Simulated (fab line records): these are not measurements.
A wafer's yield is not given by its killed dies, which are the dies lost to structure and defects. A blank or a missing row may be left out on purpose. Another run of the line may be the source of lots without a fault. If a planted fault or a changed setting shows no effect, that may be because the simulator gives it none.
Which tool did it? + flow nandHarc + Sampling: 13 lots, 37 wafers, 2 of 1159 route steps

## WHAT THE GAUGES READ, wafer by wafer
NHARC_A_CONTACT_CD_MEAS_15.
| lot  | measured     | on       | cdNm (nm)      |
|------|--------------|----------|----------------|
| L671 | day 17 04:25 | cdSem-02 | 90.2 90.3 90.6 |
| L670 | day 17 05:37 | cdSem-02 | 91.1 89.6 90.2 |
| L673 | day 17 10:27 | cdSem-03 | 89.0 89.0 90.0 |
| L672 | day 17 14:01 | cdSem-02 | 90.2 90.2 89.5 |
| L675 | day 17 15:47 | cdSem-03 | 90.5 89.5 90.0 |
| L674 | day 18 11:09 | cdSem-03 | 90.1 89.3 90.1 |
| L677 | day 18 23:01 | cdSem-03 | 89.5 90.0 89.2 |
| L676 | day 19 05:46 | cdSem-01 | 89.3 90.3 89.4 |
| L680 | day 19 10:31 | cdSem-01 | 88.8 89.3 90.4 |
| L678 | day 19 12:23 | cdSem-03 | 89.9 90.7 89.3 |
| L683 | day 20 20:37 | cdSem-03 | 89.6 90.1 89.7 |
| L688 | day 21 22:49 | cdSem-03 | 90.4 89.9      |
| L692 | day 22 21:01 | cdSem-02 | 90.5 90.4      |

## WHICH TOOL RAN EACH LOT (tool, then ch and the chambers of the sampled wafers, then the start)
| lot  | NHARC_A_CONTACT_ETCH_136           |
|------|------------------------------------|
| L671 | harCapEtch-02 ch 0,1, day 17 03:26 |
| L670 | harCapEtch-03 ch 0,1, day 17 04:38 |
| L673 | harCapEtch-03 ch 0,1, day 17 09:14 |
| L672 | harCapEtch-02 ch 0,1, day 17 12:37 |
| L675 | harCapEtch-01 ch 0,1, day 17 14:49 |
| L674 | harCapEtch-03 ch 0,1, day 18 10:11 |
| L677 | harCapEtch-03 ch 0,1, day 18 22:04 |
| L676 | harCapEtch-03 ch 0,1, day 19 04:46 |
| L680 | harCapEtch-03 ch 0,1, day 19 09:22 |
| L678 | harCapEtch-02 ch 0,1, day 19 10:58 |
| L683 | harCapEtch-03 ch 0,1, day 20 19:16 |
| L688 | harCapEtch-01 ch 0,1, day 21 21:50 |
| L692 | harCapEtch-02 ch 1, day 22 19:40   |
- NHARC_A_CONTACT_ETCH_136: etches the open film in C4F8/O2/Ar, time 132 s, target depth 1287 nm.

## WHAT THE TOOLS THEMSELVES READ (means of the sampled wafers that have a number; where no wafer has one, the mark that the record gives instead)
The record holds no such reading with a usual standard deviation.

## THE ANSWER, worked out from the rows above alone
Rule: what is usual is taken from the lots themselves. The widest of any qualifying gaps counts: lots, ordered by their means at a reading, are off when they make up no more than a third of the lots, leave a main group of 4 or more, and stand apart from it by 3 or more times the standard deviation of that group's means. A main group is skipped when, at the precision printed for the reading in the tables above, its means are all equal. A lot without any number at a reading at which 4 lots or more have one is off too. Where the step has rows for the other lots, those lots are counted as sound. The gauges are gone through in route order, then the tools' own readings, and for those a lot's mean is taken as printed above. At the first step where some lot is off, the reading lying furthest off is the one used; lots without a number count as furthest.
No lot is off on any of the readings shown, so nothing can be concluded from this.

## WHAT WAS PUT IN BY THE SIMULATOR
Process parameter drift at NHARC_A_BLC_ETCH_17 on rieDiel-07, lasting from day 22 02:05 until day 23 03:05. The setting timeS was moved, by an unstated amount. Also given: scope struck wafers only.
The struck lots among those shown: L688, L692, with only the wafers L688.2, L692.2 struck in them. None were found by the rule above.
